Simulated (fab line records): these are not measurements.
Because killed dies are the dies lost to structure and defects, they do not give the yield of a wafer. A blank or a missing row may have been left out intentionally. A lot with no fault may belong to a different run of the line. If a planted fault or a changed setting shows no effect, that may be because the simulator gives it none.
The tool behind it: which one?    flow nandHarc    21 wafers from 7 lots sampled at 4 of the route's 1302 steps

## WHAT THE GAUGES READ, wafer by wafer
NHARC_A_BLC_INSPECT_28.
lot   measured      on                rawDefectCount
L140  day 23 07:54  defectInspect-02  297 448 479
L141  day 24 00:08  defectInspect-01  487 760 561
L146  day 26 08:14  defectInspect-02  1050 663 625
L152  day 28 08:34  defectInspect-02  596 541 536
L155  day 29 10:26  defectInspect-02  431 426 497
L156  day 30 14:13  defectInspect-01  423 472 539
L161  day 32 17:10  defectInspect-01  370 597 446

## TOOL THAT RAN EACH LOT (tool first, then ch and the chambers of the sampled wafers, then the start)
lot   NHARC_A_BLC_ETCH_18                           NHARC_A_BLC_STRIP_21               NHARC_A_BLC_PVD_32
L140  rieDiel-11 ch 0,2,3, day 23 06:06 or earlier  rieDiel-09 ch 0,1,3, day 23 06:06  pvdSputter-01, day 23 06:38
L141  rieDiel-11 ch 0,2,3, day 23 22:22 or earlier  rieDiel-09 ch 1,2,3, day 23 22:22  pvdSputter-01, day 23 22:53
L146  rieDiel-09 ch 0,1,2, day 26 06:23 or earlier  rieDiel-11 ch 1,2,3, day 26 06:23  pvdSputter-03, day 26 06:56
L152  rieDiel-11 ch 0,1,2, day 28 06:46 or earlier  rieDiel-09 ch 0,1,2, day 28 06:46  pvdSputter-03, day 28 07:19
L155  rieDiel-11 ch 1,2, day 29 08:40 or earlier    rieDiel-11 ch 0,1,3, day 29 08:40  pvdSputter-03, day 29 09:11
L156  rieDiel-11 ch 1,2, day 30 12:25 or earlier    rieDiel-09 ch 0,1, day 30 12:25    pvdSputter-02, day 30 12:59
L161  rieDiel-11 ch 0,2,3, day 32 15:24 or earlier  rieDiel-09 ch 1,2,3, day 32 15:24  pvdSputter-01, day 32 15:55
- NHARC_A_BLC_ETCH_18: etches the open film in C4F8/O2/Ar, target depth 910 nm.
- NHARC_A_BLC_STRIP_21: strips in O2.
- NHARC_A_BLC_PVD_32: deposits Ti, target thk 5 nm, time 17.7 s.

## THE ANSWER, worked out from the rows above alone
Rule: usual is defined by the lots themselves. Put in order of their means at a reading, lots are off if they are a third of the lots or fewer, leave a main group of 4 or more, and stand apart from it by a gap of 3 or more times the standard deviation of the main group's means; of several such gaps the widest counts. The tables above print the reading to a certain number of digits; a main group whose means all agree to those digits is not used. A lot without any number at a reading at which 4 lots or more have one is off too. The other lots that the step has rows for count as sound.
Across all readings shown, no lot is off: no conclusion can be drawn from this.

## WHAT WAS PUT IN BY THE SIMULATOR
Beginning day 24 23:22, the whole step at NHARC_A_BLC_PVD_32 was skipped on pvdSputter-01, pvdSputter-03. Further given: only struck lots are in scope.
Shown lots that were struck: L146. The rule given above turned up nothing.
